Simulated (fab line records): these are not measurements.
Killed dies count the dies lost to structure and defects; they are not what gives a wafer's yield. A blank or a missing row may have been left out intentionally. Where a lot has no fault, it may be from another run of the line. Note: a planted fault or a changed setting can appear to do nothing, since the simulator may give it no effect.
The same fault as seen by 2 desks | flow n5 finfet | what lay behind the numbers comes last; until then each desk has only its own

== DESK OF THE TOOL OWNER: remote plasma-01 ==
The tool's own readings at N5_MOL_CONTACT_COAG_PRECLEAN_111 (cleans in NF3:NH3, afs cycles 1, time 20 s, sublimation time 60 s): means of the sampled wafers that have a number, for each lot that ran on this tool. The brackets show how far a lot's mean lies from the usual mean; more than 4 standard deviations puts the lot out of limits, marked OUT.
Columns: A = temp c at N5_MOL_CONTACT_COAG_PRECLEAN_111, usual 29.99 C
lot  | first seen here | A
L245 | day 5 03:07     | 30.07
L246 | day 5 08:31     | 29.92
L255 | day 7 18:31     | 30.06
L256 | day 7 20:05     | 29.91
L257 | day 8 03:47     | 29.90
Result from this desk: across the 5 lots, nothing is out of limits.

== THE METROLOGY DESK ==
Lot by lot, what the gauges showed, no matter which tool ran the lot: averages of those sampled wafers that carry a number. The brackets show how far a lot's mean lies from the usual mean; more than 4 standard deviations puts the lot out of limits, marked OUT. It has 11 readings; the 7 that lie furthest out on some lot are the ones shown.
Columns: A = CA_OVL at N5_MOL_CONTACT_COAG_OVL_MEAS_09, usual 0.0 nm; B = DIBL_P at N5_BEOL_M4_RC_MEAS_101, usual 36 mV/V; C = IOFF_P at N5_BEOL_M4_RC_MEAS_101, usual 0.21 nA/um; D = ION_N at N5_BEOL_M4_RC_MEAS_101, usual 674 uA/um; E = SS_P at N5_BEOL_M4_RC_MEAS_101, usual 73.2 mV/dec; F = VT_N at N5_BEOL_M4_RC_MEAS_101, usual 249 mV; G = VT_P at N5_BEOL_M4_RC_MEAS_101, usual -250 mV
lot  | first seen here | A    | B  | C    | D   | E    | F   | G
L243 | day 4 13:27     | 0.8  | 37 | 0.25 | 669 | 73.4 | 249 | -247
L245 | day 5 02:19     | -0.8 | 33 | 0.18 | 668 | 72.7 | 254 | -251
L246 | day 5 07:44     | -0.7 | 40 | 0.27 | 687 | 73.9 | 246 | -246
L255 | day 7 16:48     | 0.1  | 34 | 0.18 | 672 | 72.6 | 252 | -252
L256 | day 7 19:07     | -0.1 | 32 | 0.18 | 659 | 72.8 | 252 | -253
L257 | day 8 01:34     | -0.1 | 36 | 0.23 | 690 | 73.6 | 245 | -246
L259 | day 8 18:01     | -0.2 | 34 | 0.17 | 662 | 73.2 | 251 | -254
L260 | day 8 22:02     | 0.6  | 37 | 0.18 | 675 | 73.2 | 252 | -255
L263 | day 9 20:33     | 1.0  | 39 | 0.23 | 674 | 74.3 | 248 | -252
L265 | day 10 02:43    | -0.5 | 35 | 0.19 | 679 | 73.1 | 248 | -250
Result from this desk: across the 10 lots, nothing is out of limits.

== PUT TOGETHER ==
The desk of the tool owner found nothing out of limits.
At the metrology desk, nothing out of limits was observed.

== WHAT THE SIMULATOR HAD PUT IN ==
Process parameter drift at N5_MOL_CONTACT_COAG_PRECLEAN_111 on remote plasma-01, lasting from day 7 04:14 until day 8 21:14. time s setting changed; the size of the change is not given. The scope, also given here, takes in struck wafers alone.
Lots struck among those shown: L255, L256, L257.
